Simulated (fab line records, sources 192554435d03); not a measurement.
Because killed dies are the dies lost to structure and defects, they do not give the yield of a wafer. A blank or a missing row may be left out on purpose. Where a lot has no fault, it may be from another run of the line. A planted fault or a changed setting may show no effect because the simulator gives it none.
Matching of chambers -- flow n5Finfet -- rieDiel-04 running N5_BEOL_M0_STRIP_142: 4 sister chambers
The step strips in N2/H2, time 10 s. 22 wafers are shown with their chamber, then 11 later ones without.

## WAFERS WITH THEIR CHAMBER
wafer,chamber,showerheadPlenumPTorr (Torr),throttleValvePct (%),oesProductAu (a.u.)
L075.2,1,2.62,23.8,0.68
L075.4,1,2.62,23.8,0.68
L075.6,0,2.56,24.1,0.78
L078.1,1,2.61,23.8,0.68
L078.3,3,2.40,23.3,0.71
L078.4,0,2.55,24.1,0.77
L079.1,0,2.55,24.1,0.76
L079.4,3,2.39,23.3,0.70
L079.6,0,2.55,24.1,0.76
L080.1,0,2.55,24.1,0.76
L080.4,1,2.61,23.8,0.67
L080.6,3,2.39,23.3,0.70
L081.1,3,2.39,23.3,0.69
L081.3,2,2.42,23.9,0.72
L081.4,3,2.39,23.3,0.70
L085.2,2,2.42,23.9,0.72
L085.3,1,2.61,23.4,0.96
L085.4,3,2.39,23.3,0.69
L086.1,0,2.54,24.2,0.74
L086.5,1,2.61,23.4,0.96
L086.6,2,2.41,23.9,0.72
L089.2,3,2.39,23.3,0.69

SIGNATURES (means of the wafers above)
reading,chamber 0,chamber 1,chamber 2,chamber 3,scatter within a chamber
showerheadPlenumPTorr,2.5500,2.6133,2.4167,2.3914,0.00519
throttleValvePct,24.117,23.667,23.900,23.300,0.111
oesProductAu,0.7617,0.7717,0.7200,0.6971,0.0774
Rule: for a wafer and a chamber, the distance is found by dividing, reading by reading, the gap between the wafer's reading and the chamber's mean by the reading's scatter, squaring, summing and taking the root. If the next closest chamber is less than 2 further off than the closest, the wafer can't be placed; otherwise it belongs to the closest. How the scatter is found: for the shown wafers, subtract from each reading the mean of its chamber, square and add these, divide the total by (wafers less chambers), then take the root.

## WAFERS MISSING THEIR CHAMBER
wafer,showerheadPlenumPTorr (Torr),throttleValvePct (%),oesProductAu (a.u.)
L089.3,2.41,23.9,0.71
L089.6,2.54,24.2,0.74
L090.3,2.38,23.3,0.69
L090.4,2.41,23.9,0.72
L090.5,2.41,23.9,0.71
L095.2,2.53,24.2,0.73
L095.5,2.53,24.2,0.73
L095.6,2.60,23.5,0.89
L097.2,2.40,24.0,0.69
L097.3,2.53,24.2,0.71
L097.6,2.53,24.2,0.73

## CHAMBER TAKEN BY EACH
wafer,from the rows above,in truth
L089.3,2,2
L089.6,0,0
L090.3,3,3
L090.4,2,2
L090.5,2,2
L095.2,0,0
L095.5,0,0
L095.6,1,1
L097.2,2,2
L097.3,0,0
L097.6,0,0
Correctly placed: 11 of 11. Not placeable from these rows: 0. Placed wrongly: 0.
